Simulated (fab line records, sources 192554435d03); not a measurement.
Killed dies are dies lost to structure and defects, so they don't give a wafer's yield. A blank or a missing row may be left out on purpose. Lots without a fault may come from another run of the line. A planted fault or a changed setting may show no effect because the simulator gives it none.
Chamber matching | flow n5_finfet | N5_FIN_SAQP_PECVD_06 on pecvd-03: 3 sister chambers
The step deposits a-Si from SiH4/He, target thk 60 nm, time 48.1 s. 6 wafers are shown with their chamber, then 11 later ones without.

WAFERS WITH THEIR CHAMBER
wafer  | chamber | showerhead_plenum_p_Torr (Torr) | throttle_valve_pct (%)
L085.1 | 0       | 5.63                            | 18.6
L085.5 | 2       | 5.69                            | 17.4
L086.2 | 1       | 5.71                            | 17.9
L086.4 | 0       | 5.60                            | 18.5
L086.6 | 2       | 5.70                            | 17.5
L087.1 | 1       | 5.73                            | 18.3

WAFERS WITHOUT THEIR CHAMBER
wafer  | showerhead_plenum_p_Torr (Torr) | throttle_valve_pct (%)
L087.2 | 5.68                            | 17.2
L087.3 | 5.62                            | 18.9
L087.4 | 5.71                            | 18.0
L087.5 | 5.69                            | 17.4
L087.6 | 5.63                            | 18.7
L089.2 | 5.73                            | 18.3
L089.3 | 5.63                            | 18.7
L089.5 | 5.69                            | 17.6
L095.1 | 5.71                            | 17.5
L095.4 | 5.71                            | 17.6
L095.5 | 5.64                            | 18.3

WHICH CHAMBER EACH WENT THROUGH
wafer  | from the rows above     | in truth
L087.2 | 2                       | 2
L087.3 | 0                       | 0
L087.4 | 1                       | 1
L087.5 | 2                       | 2
L087.6 | 0                       | 0
L089.2 | 1                       | 1
L089.3 | 0                       | 0
L089.5 | 2                       | 2
L095.1 | 2                       | 2
L095.4 | can't be placed: 2 or 1 | 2
L095.5 | 0                       | 0
Placed correctly: 10 of 11. Can't be placed from these rows: 1 (the true chamber is among the candidates in 1). Placed wrongly: 0.
How it was worked out, from the rows above alone: a wafer's distance from a chamber is the root of the sum, over the readings, of the square of ((its reading less the chamber's mean) divided by the reading's scatter). The wafer belongs to the nearest chamber; if the next one is less than 2 further off, it can't be placed. A chamber's mean is the mean of its shown wafers. The scatter: the root of (the sum of the squares of (reading less its chamber's mean) over the shown wafers, divided by (wafers less chambers)).
